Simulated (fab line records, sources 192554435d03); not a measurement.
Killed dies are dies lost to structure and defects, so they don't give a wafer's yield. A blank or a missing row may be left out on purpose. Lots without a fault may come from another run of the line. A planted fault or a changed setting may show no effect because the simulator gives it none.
Which tool did it? | flow n5_finfet | 24 lots, 72 wafers sampled, at 6 steps of a route of 1938

WHAT THE GAUGES READ, wafer by wafer
N5_BEOL_M8_OVL_MEAS_12. Usual: M8_OVL 0.2 nm, standard deviation 0.59.
lot  | measured     | on         | M8_OVL (nm)    | flag
L074 | day 9 20:40  | overlay-02 | 0.6 -0.4 0.2   |
L075 | day 10 07:32 | overlay-02 | 0.9 0.1 1.1    |
L076 | day 10 15:07 | overlay-01 | 0.7 1.1 1.4    |
L079 | day 10 17:20 | overlay-01 | 0.0 -0.6 0.9   |
L077 | day 10 17:23 | overlay-02 | -0.6 -0.1 0.1  |
L078 | day 10 20:49 | overlay-01 | 1.0 1.2 1.5    |
L080 | day 11 09:33 | overlay-01 | 0.4 -0.1 0.2   |
L081 | day 11 13:08 | overlay-02 | 0.7 0.6 0.6    |
L083 | day 11 13:46 | overlay-01 | -0.4 0.4 0.2   |
L082 | day 11 15:34 | overlay-02 | 0.6 -0.4 -0.1  |
L084 | day 12 00:38 | overlay-02 | 0.2 0.3 0.5    |
L085 | day 12 03:53 | overlay-01 | -1.1 -0.8 -0.7 |
L086 | day 12 21:38 | overlay-02 | 0.9 0.3 0.5    |
L087 | day 12 22:01 | overlay-02 | 0.2 0.5 -0.8   |
L089 | day 13 08:28 | overlay-01 | -0.5 -1.1 0.4  |
L088 | day 13 14:59 | overlay-01 | 0.0 -0.2 0.0   |
L091 | day 13 20:11 | overlay-02 | -0.2 -0.2 -0.5 |
L090 | day 13 23:32 | overlay-02 | 0.5 0.2 0.1    |
L093 | day 14 07:11 | overlay-01 | -0.4 0.3 0.0   |
L092 | day 14 15:45 | overlay-02 | 0.4 0.8 0.5    |
L094 | day 15 05:22 | overlay-01 | 0.0 -0.6 -0.6  |
L096 | day 15 12:27 | overlay-02 | 0.7 0.2 0.6    |
L095 | day 15 13:59 | overlay-01 | 0.1 0.8 0.6    |
L097 | day 15 18:01 | overlay-01 | 1.0 0.0 -0.3   |

N5_BEOL_M9_OVL_MEAS_12. Usual: M9_OVL 0.4 nm, standard deviation 0.72.
lot  | measured     | on         | M9_OVL (nm)   | flag
L074 | day 10 05:56 | overlay-01 | 0.0 -1.1 0.8  |
L075 | day 10 17:16 | overlay-01 | -0.2 1.6 0.8  |
L076 | day 10 22:33 | overlay-01 | 0.7 -0.2 0.6  |
L079 | day 11 05:00 | overlay-01 | 1.0 1.2 0.6   |
L077 | day 11 05:32 | overlay-01 | -0.2 0.7 1.5  |
L078 | day 11 07:07 | overlay-02 | -0.7 -0.2 0.7 |
L080 | day 11 18:52 | overlay-02 | 0.2 0.3 -2.1  |
L081 | day 11 22:10 | overlay-02 | 1.0 0.1 0.9   |
L083 | day 11 22:20 | overlay-01 | 0.7 -1.1 0.8  |
L082 | day 12 00:17 | overlay-02 | 0.4 0.2 0.6   |
L084 | day 12 08:31 | overlay-01 | 0.8 0.6 0.4   |
L085 | day 12 14:19 | overlay-02 | 1.0 0.9 1.1   |
L086 | day 13 10:22 | overlay-02 | 0.0 1.2 -0.2  |
L087 | day 13 09:45 | overlay-02 | -0.6 -0.4 0.7 |
L089 | day 13 19:56 | overlay-02 | 1.2 0.8 0.2   |
L088 | day 13 23:35 | overlay-01 | 0.8 -0.5 0.8  |
L091 | day 14 03:26 | overlay-01 | -0.4 -0.3 0.0 |
L090 | day 14 07:13 | overlay-02 | 0.9 0.3 0.5   |
L093 | day 14 16:20 | overlay-02 | 1.0 0.4 -0.2  |
L092 | day 15 03:02 | overlay-01 | 0.9 1.9 1.5   |
L094 | day 15 14:01 | overlay-02 | 0.1 -0.4 -0.1 |
L096 | day 15 22:21 | overlay-02 | -0.1 -0.5 0.0 |
L095 | day 15 22:33 | overlay-02 | 0.1 -0.4 -0.5 |
L097 | day 16 02:41 | overlay-02 | 0.7 0.1 1.5   |

WHICH TOOL RAN EACH LOT (tool, then ch and the chambers of the sampled wafers, then the start)
lot  | N5_BEOL_M7_DEGAS_44          | N5_BEOL_M8_STRIP_67                | N5_BEOL_M8_ALD_77                   | N5_BEOL_M8_SURFACE_TREAT_79
L074 | pvd_sputter-02, day 9 14:02  | rie_diel-03 ch 1,2,3, day 9 20:58  | ald_metal-04 ch 1,3, day 10 01:46   | pvd_sputter-01, day 10 02:03
L075 | pvd_sputter-02, day 10 02:37 | rie_diel-03 ch 1,2,3, day 10 07:50 | ald_metal-03 ch 0,1,2, day 10 12:52 | pvd_sputter-01, day 10 13:08
L076 | pvd_sputter-02, day 10 11:53 | rie_diel-01 ch 0,2,3, day 10 15:25 | ald_metal-03 ch 0,1,2, day 10 17:17 | pvd_sputter-01, day 10 17:47
L079 | pvd_sputter-01, day 10 12:49 | rie_diel-01 ch 1,2,3, day 10 18:32 | ald_metal-04 ch 0,2,3, day 10 21:46 | pvd_sputter-03, day 10 22:17
L077 | pvd_sputter-01, day 10 12:54 | rie_diel-03 ch 1,2,3, day 10 18:35 | ald_metal-03 ch 1,2,3, day 11 00:29 | pvd_sputter-03, day 11 00:50
L078 | pvd_sputter-03, day 10 15:28 | rie_diel-01 ch 0,1,3, day 10 22:32 | ald_metal-04 ch 2,3, day 11 02:12   | pvd_sputter-01, day 11 04:07
L080 | pvd_sputter-03, day 11 05:42 | rie_diel-03 ch 1,2,3, day 11 10:37 | ald_metal-03 ch 0,3, day 11 13:34   | pvd_sputter-01, day 11 14:36
L081 | pvd_sputter-01, day 11 09:50 | rie_diel-01 ch 0,1, day 11 13:37   | ald_metal-04 ch 1,2,3, day 11 16:05 | pvd_sputter-01, day 11 16:23
L083 | pvd_sputter-03, day 11 10:32 | rie_diel-06 ch 1,2, day 11 14:04   | ald_metal-01 ch 1,2, day 11 16:27   | pvd_sputter-03, day 11 17:01
L082 | pvd_sputter-02, day 11 12:01 | rie_diel-03 ch 0,3, day 11 16:16   | ald_metal-03 ch 1,2,3, day 11 19:20 | pvd_sputter-03, day 11 21:17
L084 | pvd_sputter-02, day 11 19:27 | rie_diel-03 ch 0,1,3, day 12 00:56 | ald_metal-04 ch 1,3, day 12 03:58   | pvd_sputter-02, day 12 04:24
L085 | pvd_sputter-01, day 11 23:49 | rie_diel-01 ch 0,3, day 12 04:23   | ald_metal-01 ch 1,2, day 12 09:22   | pvd_sputter-01, day 12 09:44
L086 | pvd_sputter-02, day 12 16:52 | rie_diel-03 ch 0,1,2, day 12 22:08 | ald_metal-01 ch 0,1,2, day 13 06:25 | pvd_sputter-02, day 13 06:59
L087 | pvd_sputter-01, day 12 18:26 | rie_diel-03 ch 0,1,3, day 12 22:57 | ald_metal-04 ch 1, day 13 05:29     | pvd_sputter-01, day 13 05:56
L089 | pvd_sputter-01, day 13 04:52 | rie_diel-06 ch 1,3, day 13 08:45   | ald_metal-01 ch 1,2, day 13 14:54   | pvd_sputter-03, day 13 15:11
L088 | pvd_sputter-02, day 13 07:46 | rie_diel-03 ch 1,3, day 13 15:17   | ald_metal-03 ch 0,1, day 13 19:28   | pvd_sputter-01, day 13 19:45
L091 | pvd_sputter-02, day 13 14:47 | rie_diel-01 ch 0,2, day 13 20:42   | ald_metal-01 ch 1,3, day 13 23:41   | pvd_sputter-01, day 14 00:02
L090 | pvd_sputter-03, day 13 19:27 | rie_diel-06 ch 0,3, day 14 00:10   | ald_metal-04 ch 0,1,3, day 14 03:11 | pvd_sputter-01, day 14 03:46
L093 | pvd_sputter-02, day 14 02:49 | rie_diel-06 ch 2,3, day 14 07:33   | ald_metal-03 ch 0,1,3, day 14 12:31 | pvd_sputter-02, day 14 12:50
L092 | pvd_sputter-01, day 14 11:31 | rie_diel-01 ch 1,2,3, day 14 16:32 | ald_metal-01 ch 0,1,2, day 14 21:51 | pvd_sputter-02, day 14 22:16
L094 | pvd_sputter-01, day 14 21:55 | rie_diel-06 ch 0,1,3, day 15 05:40 | ald_metal-04 ch 0,2,3, day 15 09:05 | pvd_sputter-03, day 15 09:23
L096 | pvd_sputter-02, day 15 06:14 | rie_diel-03 ch 0,3, day 15 12:54   | ald_metal-01 ch 0,1,2, day 15 18:19 | pvd_sputter-03, day 15 18:41
L095 | pvd_sputter-02, day 15 09:02 | rie_diel-01 ch 0,2,3, day 15 14:17 | ald_metal-04 ch 0,2,3, day 15 18:42 | pvd_sputter-02, day 15 18:59
L097 | pvd_sputter-01, day 15 12:31 | rie_diel-03 ch 0,2,3, day 15 18:19 | ald_metal-01 ch 0,1,2, day 15 22:13 | pvd_sputter-01, day 15 22:32
- N5_BEOL_M7_DEGAS_44: time 60 s.
- N5_BEOL_M8_STRIP_67: strips in CF4.
- N5_BEOL_M8_ALD_77: deposits TaN, target thk 2 nm, pulse time 2 s, purge time 3 s.
- N5_BEOL_M8_SURFACE_TREAT_79

WHAT THE TOOLS THEMSELVES READ (means of the sampled wafers that have a number; where no wafer has one, the mark that the record gives instead)
N5_BEOL_M7_DEGAS_44. Usual: heater_power_w 332 W, standard deviation 44.
lot  | tool           | heater_power_w (W) | flag
L074 | pvd_sputter-02 | 302                |
L075 | pvd_sputter-02 | 343                |
L076 | pvd_sputter-02 | 350                |
L079 | pvd_sputter-01 | 338                |
L077 | pvd_sputter-01 | 332                |
L078 | pvd_sputter-03 | 345                |
L080 | pvd_sputter-03 | 339                |
L081 | pvd_sputter-01 | 320                |
L083 | pvd_sputter-03 | 308                |
L082 | pvd_sputter-02 | 295                |
L084 | pvd_sputter-02 | 298                |
L085 | pvd_sputter-01 | 334                |
L086 | pvd_sputter-02 | 355                |
L087 | pvd_sputter-01 | 315                |
L089 | pvd_sputter-01 | 329                |
L088 | pvd_sputter-02 | 352                |
L091 | pvd_sputter-02 | 303                |
L090 | pvd_sputter-03 | 308                |
L093 | pvd_sputter-02 | 353                |
L092 | pvd_sputter-01 | 316                |
L094 | pvd_sputter-01 | 318                |
L096 | pvd_sputter-02 | 353                |
L095 | pvd_sputter-02 | 357                |
L097 | pvd_sputter-01 | 331                |

N5_BEOL_M8_STRIP_67. Usual: drypump_motor_current_A 5.7 A, standard deviation 0.52; oes_product_au 0.81 a.u., standard deviation 0.086; power_w 300.2 W, standard deviation 0.77; rf_vpp_V 272.0 V, standard deviation 1.5; showerhead_plenum_p_Torr 1.83 Torr, standard deviation 0.058; throttle_valve_pct 13.50 %, standard deviation 0.22.
lot  | tool        | drypump_motor_current_A (A) | oes_product_au (a.u.) | power_w (W) | rf_vpp_V (V) | showerhead_plenum_p_Torr (Torr) | throttle_valve_pct (%) | flag
L074 | rie_diel-03 | 5.4                         | 0.77                  | 300.0       | 271.5        | 1.80                            | 13.66                  |
L075 | rie_diel-03 | 5.5                         | 0.77                  | 299.9       | 272.0        | 1.80                            | 13.67                  |
L076 | rie_diel-01 | 6.0                         | 0.83                  | 299.4       | 272.9        | 1.86                            | 13.38                  |
L079 | rie_diel-01 | 5.8                         | 0.91                  | 300.8       | 272.0        | 1.88                            | 13.28                  |
L077 | rie_diel-03 | 5.5                         | 0.76                  | 299.8       | 271.7        | 1.80                            | 13.69                  |
L078 | rie_diel-01 | 6.2                         | 0.88                  | 300.5       | 273.3        | 1.87                            | 13.30                  |
L080 | rie_diel-03 | 5.5                         | 0.75                  | 299.4       | 272.0        | 1.79                            | 13.71                  |
L081 | rie_diel-01 | 6.1                         | 0.82                  | 299.8       | 273.2        | 1.87                            | 13.37                  |
L083 | rie_diel-06 | 6.5                         | 0.79                  | 299.6       | 270.0        | 1.81                            | 13.50                  |
L082 | rie_diel-03 | 5.7                         | 0.80                  | 299.9       | 270.7        | 1.75                            | 13.50                  |
L084 | rie_diel-03 | 5.5                         | 0.77                  | 300.2       | 271.0        | 1.79                            | 13.57                  |
L085 | rie_diel-01 | 6.4                         | 0.79                  | 299.8       | 273.1        | 1.85                            | 13.43                  |
L086 | rie_diel-03 | 5.2                         | 0.77                  | 300.8       | 270.6        | 1.82                            | 13.65                  |
L087 | rie_diel-03 | 5.5                         | 0.77                  | 299.7       | 272.1        | 1.79                            | 13.59                  |
L089 | rie_diel-06 | 5.8                         | 0.83                  | 301.0       | 272.2        | 1.88                            | 13.49                  |
L088 | rie_diel-03 | 5.7                         | 0.73                  | 299.1       | 269.8        | 1.76                            | 13.67                  |
L091 | rie_diel-01 | 5.6                         | 0.77                  | 300.4       | 272.6        | 1.87                            | 13.49                  |
L090 | rie_diel-06 | 5.6                         | 0.94                  | 300.4       | 272.5        | 1.86                            | 13.26                  |
L093 | rie_diel-06 | 5.7                         | 0.88                  | 300.8       | 272.4        | 1.84                            | 13.35                  |
L092 | rie_diel-01 | 5.8                         | 0.84                  | 299.6       | 273.4        | 1.87                            | 13.36                  |
L094 | rie_diel-06 | 5.9                         | 0.93                  | 300.6       | 272.1        | 1.85                            | 13.27                  |
L096 | rie_diel-03 | 5.4                         | 0.80                  | 300.4       | 270.9        | 1.77                            | 13.49                  |
L095 | rie_diel-01 | 6.1                         | 0.77                  | 300.5       | 272.2        | 1.85                            | 13.50                  |
L097 | rie_diel-03 | 5.4                         | 0.77                  | 300.4       | 271.6        | 1.77                            | 13.64                  |

N5_BEOL_M8_ALD_77. Usual: heater_power_outer_w 221 W, standard deviation 19; heater_power_w 400 W, standard deviation 27.
lot  | tool         | heater_power_outer_w (W) | heater_power_w (W) | flag
L074 | ald_metal-04 | 229                      | 437                |
L075 | ald_metal-03 | 215                      | 393                |
L076 | ald_metal-03 | 216                      | 385                |
L079 | ald_metal-04 | 237                      | 416                |
L077 | ald_metal-03 | 230                      | 406                |
L078 | ald_metal-04 | 236                      | 432                |
L080 | ald_metal-03 | 210                      | 381                |
L081 | ald_metal-04 | 236                      | 429                |
L083 | ald_metal-01 | 203                      | 364                |
L082 | ald_metal-03 | 226                      | 408                |
L084 | ald_metal-04 | 226                      | 432                |
L085 | ald_metal-01 | 200                      | 363                |
L086 | ald_metal-01 | 211                      | 387                |
L087 | ald_metal-04 | 219                      | 441                |
L089 | ald_metal-01 | 194                      | 366                |
L088 | ald_metal-03 | 214                      | 398                |
L091 | ald_metal-01 | 205                      | 365                |
L090 | ald_metal-04 | 232                      | 425                |
L093 | ald_metal-03 | 217                      | 396                |
L092 | ald_metal-01 | 212                      | 382                |
L094 | ald_metal-04 | 242                      | 415                |
L096 | ald_metal-01 | 214                      | 380                |
L095 | ald_metal-04 | 243                      | 415                |
L097 | ald_metal-01 | 210                      | 387                |

THE ANSWER, worked out from the rows above alone
Rule: a lot is off if the mean of its wafers that have a number lies more than 3 standard deviations from the usual mean. A lot without any number at a reading at which 4 lots or more have one is off too. The other lots that the step has rows for count as sound. The gauges are gone through in route order, then the tools' own readings, and for those a lot's mean is taken as printed above. The first step at which some lot is off is used, and at that step the reading that is off furthest; a lot without a number counts as furthest.
No lot is off at any reading shown: from this, nothing can be told.

WHAT THE SIMULATOR HAD PUT IN
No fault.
